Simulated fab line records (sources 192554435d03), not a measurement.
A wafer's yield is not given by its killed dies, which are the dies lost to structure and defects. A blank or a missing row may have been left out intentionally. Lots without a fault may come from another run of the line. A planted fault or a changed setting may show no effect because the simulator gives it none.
Split-lot trial    flow n5-finfet    39 wafers read across 7 lots, on a route 1938 steps long

THE SPLIT ITSELF
At N5_MOL_CONTACT_COAG_VIA_ETCH_46 (etches SiO2 in C4F6/O2, target depth 46 nm, overetch 9.2 nm, time 40 s), the setting target-depth-a was moved away from the recipe's 460 angstrom on 12 of the 39 wafers read, by -11.8% to +12.1%. For the rest of the wafers, this setting stayed at what the recipe calls for.

The reading is taken at the split's own step.

THE READING
SOC_of_MOL_CONTACT_COAG_COAT_75.thk-nm (the simulator's own value, which no gauge read), in nm, at N5_MOL_CONTACT_COAG_VIA_ETCH_46 (etches SiO2 in C4F6/O2, target depth 46 nm, overetch 9.2 nm, time 40 s). No usual value for it is given in the file. The 27 wafers here that ran the recipe average 50.8 nm, standard deviation 0.19 nm.

wafer   tool, chamber at the split  target-depth-a as run, angstrom  against the recipe  SOC_of_MOL_CONTACT_COAG_COAT_75.thk-nm, nm  against lot-mates on the recipe
L077.1  rie-diel-03, 3,2            421.6                            -8.3%               51.6                                        +0.6
L077.6  rie-diel-03, 3,2            421.6                            -8.3%               51.6                                        +0.6
L077.2  rie-diel-03, 1              421.6                            -8.3%               51.4                                        +0.4
L077.3  rie-diel-03, 0              460                              recipe              51                                          -
L077.4  rie-diel-03, 2              460                              recipe              50.8                                        -
L077.5  rie-diel-03, 3              460                              recipe              51.2                                        -
L083.1  rie-diel-01, 3              460                              recipe              51                                          -
L083.2  rie-diel-01, 1              460                              recipe              50.8                                        -
L083.3  rie-diel-01, 0              515.7                            +12.1%              50                                          -0.8
L083.4  rie-diel-01, 0              460                              recipe              50.6                                        -
L083.5  rie-diel-01, 3,1            515.7                            +12.1%              50.2                                        -0.6
L083.6  rie-diel-01, 3,1            515.7                            +12.1%              50.2                                        -0.6
L084.1  rie-diel-05, 1              422                              -8.3%               51.4                                        +0.5
L084.2  rie-diel-05, 2,1            460                              recipe              51                                          -
L084.6  rie-diel-05, 2,1            460                              recipe              51                                          -
L084.3  rie-diel-05, 0              460                              recipe              50.8                                        -
L084.4  rie-diel-05, 3              422                              -8.3%               51.6                                        +0.7
L084.5  rie-diel-05, 0              422                              -8.3%               51.2                                        +0.3
L090.1  rie-diel-01, 3,2,0,0        460                              recipe              50.6                                        -
L090.3  rie-diel-01, 3,2,0,0        460                              recipe              50.6                                        -
L090.4  rie-diel-01, 3,2,0,0        460                              recipe              50.6                                        -
L090.5  rie-diel-01, 3,2,0,0        460                              recipe              50.6                                        -
L090.2  rie-diel-01, 1,3            460                              recipe              50.8                                        -
L090.6  rie-diel-01, 1,3            460                              recipe              50.8                                        -
L091.1  rie-diel-03, 2              405.9                            -11.8%              51.4                                        +0.3
L091.2  rie-diel-03, 0              460                              recipe              51                                          -
L091.6  rie-diel-03, 0              460                              recipe              51                                          -
L091.3  rie-diel-03, 3              460                              recipe              51.2                                        -
L091.4  rie-diel-03, 1              405.9                            -11.8%              51.8                                        +0.7
L091.5  rie-diel-03, 1              405.9                            -11.8%              51.8                                        +0.7
L096.1  rie-diel-05, 1,0            460                              recipe              50.8                                        -
L096.3  rie-diel-05, 1,0            460                              recipe              50.8                                        -
L096.5  rie-diel-05, 2              460                              recipe              50.6                                        -
L097.1  rie-diel-03, 2,1            460                              recipe              50.6                                        -
L097.3  rie-diel-03, 2,1            460                              recipe              50.6                                        -
L097.2  rie-diel-03, 3,1            460                              recipe              51                                          -
L097.6  rie-diel-03, 3,1            460                              recipe              51                                          -
L097.4  rie-diel-03, 0              460                              recipe              50.8                                        -
L097.5  rie-diel-03, 0              460                              recipe              50.8                                        -
If several chambers appear in one row, that row covers several wafers at once and the file leaves open which wafer was in which chamber.

FIT RESULTS
A straight line over all 39 wafers: SOC_of_MOL_CONTACT_COAG_COAT_75.thk-nm changes by -0.0673 nm for each +1% of target-depth-a; r = -0.90; the points scatter about the line by 0.18 nm.
The same after taking each lot's own level away (the mean of its wafers on the recipe; 39 wafers): -0.0553 nm for each +1%; r = -0.92; scatter 0.14 nm.
Per that fit: largest target-depth-a move, reading shift of 0.67 nm.
Measured against the standard deviation above, the lots' own levels, which go from 50.67 to 51.07 nm, span 2.1 times it.
So the lot-to-lot level changes the slope: the two fits differ.
Check: with one of the wafers moved furthest among these (+12.1%) left out of the fit, the line predicts -0.639 nm for it against its lot-mates. Against them it came out at -0.8 nm.

ADDITIONAL SPLITS CARRIED BY THESE WAFERS
Note: prior to the reading, these wafers also went through further splits. Each is held against what the fit with the lots' levels taken away leaves over:
other split on the same wafers        wafers away from the commonest value  r with SOC_of_MOL_CONTACT_COAG_COAT_75.thk-nm (lot level and that fit taken away)
N5_DUMMY_GATE_EXPOSE_12 dose-mj       12                                    -0.01
N5_DUMMY_GATE_ETCH_37 source-w        15                                    +0.00
N5_DUMMY_GATE_ETCH_31 target-depth-a  9                                     +0.12

FILE'S OWN FIT
SOC_of_MOL_CONTACT_COAG_COAT_75.thk-nm changes by -0.0554 nm for each +1% of target-depth-a, r = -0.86.
